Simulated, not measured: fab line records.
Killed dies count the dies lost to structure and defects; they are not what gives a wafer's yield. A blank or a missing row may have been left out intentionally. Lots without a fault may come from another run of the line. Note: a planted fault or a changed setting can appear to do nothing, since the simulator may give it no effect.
Chamber matching	flow n5-finfet	4 sister chambers for N5_BEOL_M14_TRENCH_ETCH_34 on rie-diel-01
The step etches SiO2 in C4F8/O2/Ar, target depth 556.65 nm, time 126.9 s. 8 wafers are shown with their chamber, then 9 later ones without.

## EACH WAFER AND ITS CHAMBER
wafer	chamber	rf-vpp-V (V)	drypump-motor-current-A (A)
L077.1	3	2257	6.6
L077.6	2	2238	5.3
L084.2	1	2185	5.8
L084.3	2	2235	5.2
L084.5	0	2225	6.3
L086.1	1	2186	5.7
L086.3	0	2225	6.3
L086.4	3	2255	6.6

## WAFERS WHOSE CHAMBER IS MISSING
wafer	rf-vpp-V (V)	drypump-motor-current-A (A)
L091.3	2235	5.2
L091.4	2256	6.6
L091.6	2225	6.3
L095.2	2235	5.2
L095.4	2254	6.6
L095.6	2186	5.8
L096.1	2234	5.2
L096.5	2225	6.3
L096.6	2254	6.6

## EACH ONE'S CHAMBER
wafer	from the rows above	in truth
L091.3	2	2
L091.4	3	3
L091.6	0	0
L095.2	2	2
L095.4	3	3
L095.6	1	1
L096.1	2	2
L096.5	0	0
L096.6	3	3
9 of 9 placed correctly. Left unplaced by these rows: 0. Number placed wrongly: 0.
How it was worked out, from the rows above alone: a wafer's distance from a chamber is the root of the sum, over the readings, of the square of ((its reading less the chamber's mean) divided by the reading's scatter). The wafer belongs to the nearest chamber; if the next one is less than 2 further off, it can't be placed. The mean given for a chamber averages the wafers shown for that chamber. How the scatter is found: for the shown wafers, subtract from each reading the mean of its chamber, square and add these, divide the total by (wafers less chambers), then take the root.
